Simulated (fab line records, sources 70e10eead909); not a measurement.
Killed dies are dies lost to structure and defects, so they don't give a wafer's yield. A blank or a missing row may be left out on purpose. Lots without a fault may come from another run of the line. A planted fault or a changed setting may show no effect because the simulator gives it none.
One fault seen from 2 desks | flow nand_harc | each desk has only its own numbers; what lay behind them comes last

THE TOOL OWNER'S DESK: rie_diel-11
The tool's own readings at NHARC_P_CONTACT_ETCH_35 (etches the open film in CF4, target depth 39 nm, time 65 s): means of the sampled wafers that have a number, for each lot that ran on this tool. A lot is out of limits, marked OUT, if its mean lies more than 4 standard deviations from the usual mean; the brackets give that distance.
Columns: A = cf4_flow_sccm at NHARC_P_CONTACT_ETCH_35, usual 149.9 sccm; B = drypump_motor_current_A at NHARC_P_CONTACT_ETCH_35, usual 5.7 A; C = oes_product_au at NHARC_P_CONTACT_ETCH_35, usual 1.000 a.u.; D = rf_fwd_power_W at NHARC_P_CONTACT_ETCH_35, usual 297.1 W; E = rf_vpp_V at NHARC_P_CONTACT_ETCH_35, usual 151.1 V; F = showerhead_plenum_p_Torr at NHARC_P_CONTACT_ETCH_35, usual 1.75 Torr; G = throttle_valve_pct at NHARC_P_CONTACT_ETCH_35, usual 13.283 %
lot  | first seen here | A     | B   | C                | D     | E     | F    | G
L507 | day 5 16:51     | 150.0 | 5.9 | 1.000            | 297.2 | 152.9 | 1.80 | 13.287
L509 | day 6 04:56     | 149.9 | 5.8 | 1.006            | 296.5 | 151.3 | 1.80 | 13.282
L512 | day 6 15:43     | 149.6 | 6.2 | 0.993            | 297.8 | 150.9 | 1.75 | 13.284
L513 | day 7 10:59     | 149.8 | 5.8 | 0.911 (-9.1) OUT | 298.1 | 151.6 | 1.77 | 13.270
L516 | day 7 18:28     | 150.1 | 6.2 | 0.916 (-8.6) OUT | 297.1 | 150.6 | 1.77 | 13.281
L519 | day 8 17:19     | 150.3 | 6.2 | 0.833 (-17) OUT  | 297.1 | 151.6 | 1.76 | 13.291
This desk's finding: out of limits on L513, L516, L519; first on L513, day 7 10:59 (oes_product_au at NHARC_P_CONTACT_ETCH_35). In limits: L507, L509, L512.

THE DEFECT DESK
What the inspections along the route counted, lot by lot: means of the sampled wafers that have a number. A lot is out of limits, marked OUT, if its mean lies more than 4 standard deviations from the usual mean; the brackets give that distance.
Columns: A = raw_defect_count at NHARC_P_CONTACT_INSPECT_27, usual 298
lot  | first seen here | A
L508 | day 6 03:34     | 300
L507 | day 6 04:05     | 222
L510 | day 6 07:28     | 233
L509 | day 6 12:10     | 163
L511 | day 6 18:12     | 385
L512 | day 6 18:45     | 361
L514 | day 7 16:59     | 225
L513 | day 7 17:32     | 132
L516 | day 8 01:43     | 418
L519 | day 8 21:51     | 292
L525 | day 10 06:58    | 398
L528 | day 10 23:07    | 315
L530 | day 11 12:26    | 316
This desk's finding: nothing out of limits on any of the 13 lots.

PUT TOGETHER
The tool owner's desk could have raised an alarm at day 7 10:59, on L513, L516, L519.
The defect desk saw nothing out of limits.
The defect desk has L513, L516, L519 on record, within its limits.
Of the lots named, all ran NHARC_P_CONTACT_ETCH_35 on rie_diel-11.

WHAT THE SIMULATOR HAD PUT IN
Process parameter drift: rie_diel-11, from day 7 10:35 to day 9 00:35, at NHARC_P_CONTACT_ETCH_35. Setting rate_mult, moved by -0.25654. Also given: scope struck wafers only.
Lots struck among those shown: L513, L516, L519.
Hours from the fault's start to each desk's first reading out of limits: the tool owner's desk, 0.
